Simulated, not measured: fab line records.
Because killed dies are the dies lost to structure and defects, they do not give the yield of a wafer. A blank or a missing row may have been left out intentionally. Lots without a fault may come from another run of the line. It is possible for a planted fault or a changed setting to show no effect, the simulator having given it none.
Split-lot experiment | flow n5Finfet | 7 lots, 21 wafers read, on a route of 1938 steps

## SPLIT DETAILS
At N5_SD_EPI_N_EPI_21 (deposits Si:P, time 690 s), the setting timeS was moved away from the recipe's 690 s on 5 of the 21 wafers read, by -17.2% to +17.4%. All remaining wafers had this setting at the recipe value.

Reading taken at the split's own step.

## THE READING
Si-P_of_SD_EPI_N_EPI_21.thkNm (the simulator's own value, which no gauge read), in nm, at N5_SD_EPI_N_EPI_21 (deposits Si:P, time 690 s). No usual value for it is given in the file. The 16 wafers here that ran the recipe average 58.7 nm, standard deviation 0.62 nm.

wafer  | tool, chamber at the split | timeS as run, s | against the recipe | Si-P_of_SD_EPI_N_EPI_21.thkNm, nm | against lot-mates on the recipe
L075.1 | epiRpcvd-04, 0             | 690             | recipe             | 59                                | -
L075.2 | epiRpcvd-04, 0             | 690             | recipe             | 59.2                              | -
L075.4 | epiRpcvd-04, 0             | 690             | recipe             | 59.4                              | -
L086.2 | epiRpcvd-04, 0             | 690             | recipe             | 58.6                              | -
L086.3 | epiRpcvd-04, 0             | 690             | recipe             | 58.6                              | -
L086.4 | epiRpcvd-04, 0             | 690             | recipe             | 59.4                              | -
L087.2 | epiRpcvd-02, 0             | 690             | recipe             | 57.8                              | -
L087.4 | epiRpcvd-02, 0             | 763.1           | +10.6%             | 63.4                              | +5.5
L087.5 | epiRpcvd-02, 0             | 690             | recipe             | 58                                | -
L090.1 | epiRpcvd-02, 0             | 690             | recipe             | 59.2                              | -
L090.3 | epiRpcvd-02, 0             | 690             | recipe             | 59.6                              | -
L090.4 | epiRpcvd-02, 0             | 690             | recipe             | 59.4                              | -
L091.1 | epiRpcvd-04, 0             | 571.4           | -17.2%             | 51.6                              | -6.4
L091.3 | epiRpcvd-04, 0             | 571.4           | -17.2%             | 52                                | -6.0
L091.5 | epiRpcvd-04, 0             | 690             | recipe             | 58                                | -
L092.2 | epiRpcvd-01, 0             | 690             | recipe             | 57.8                              | -
L092.3 | epiRpcvd-01, 0             | 809.9           | +17.4%             | 65.2                              | +7.3
L092.5 | epiRpcvd-01, 0             | 690             | recipe             | 58                                | -
L093.1 | epiRpcvd-01, 0             | 690             | recipe             | 58.6                              | -
L093.4 | epiRpcvd-01, 0             | 809             | +17.2%             | 65                                | +6.6
L093.5 | epiRpcvd-01, 0             | 690             | recipe             | 58.2                              | -

THE FIT
A straight line over all 21 wafers: Si-P_of_SD_EPI_N_EPI_21.thkNm changes by +0.391 nm for each +1% of timeS; r = +0.98; the points scatter about the line by 0.6 nm.
The same after taking each lot's own level away (the mean of its wafers on the recipe; 21 wafers): +0.392 nm for each +1%; r = +0.99; scatter 0.4 nm.
On that fit, the largest move of timeS shifts the reading by 6.8 nm.
The span of the lots' own levels, 57.90 to 59.40 nm, comes to 2.4 times the standard deviation stated above.
Consequently the slope shifts little with the lot-to-lot level, the two slopes agreeing.
Check: for one of the wafers moved furthest among these (+17.4%), held out of the fit, the line's prediction against its lot-mates is +6.81 nm. Against them it came out at +7.3 nm.

## ADDITIONAL SPLITS CARRIED BY THESE WAFERS
Before the reading, these wafers also passed through other splits. Each is held against what the fit with the lots' levels taken away leaves over:
other split on the same wafers           | wafers away from the commonest value | r with Si-P_of_SD_EPI_N_EPI_21.thkNm (lot level and that fit taken away)
N5_WELL_APT_COAT_02 spinRpm              | 8                                    | -0.12
N5_WELL_APT_PEB_06 pebTimeS              | 7                                    | +0.38
N5_PMOS_HMC_CHANNEL_EPI_EXPOSE_06 doseMj | 7                                    | -0.37
N5_PMOS_HMC_CHANNEL_EPI_DESCUM_14 timeS  | 6                                    | -0.22
N5_FIN_SAQP_HM_DEP_72 timeS              | 4                                    | +0.21
N5_FIN_SAQP_EXPOSE_13 doseMj             | 10                                   | -0.29
N5_STI_FIN_REVEAL_ETCHBACK_08 timeS      | 7                                    | +0.10
N5_STI_FIN_REVEAL_PRECLEAN_17 timeS      | 7                                    | +0.09

## THE WHOLE CHAIN: every reading that the file lists as answering this split, in the file's order
step                    | what it does              | reading                                                                        | change (the file's fit)               | r (the file's)
N5_SD_EPI_N_EPI_21      | deposits Si:P, time 690 s | Si-P_of_SD_EPI_N_EPI_21.thkNm (the simulator's own value, which no gauge read) | +0.403 nm for each +1% of the setting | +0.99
N5_SD_EPI_N_EPI_MEAS_23 |                           | thkNm                                                                          | withheld for each +1% of the setting  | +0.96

## THE FILE'S OWN FIT
Si-P_of_SD_EPI_N_EPI_21.thkNm changes by +0.403 nm for each +1% of timeS, r = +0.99.
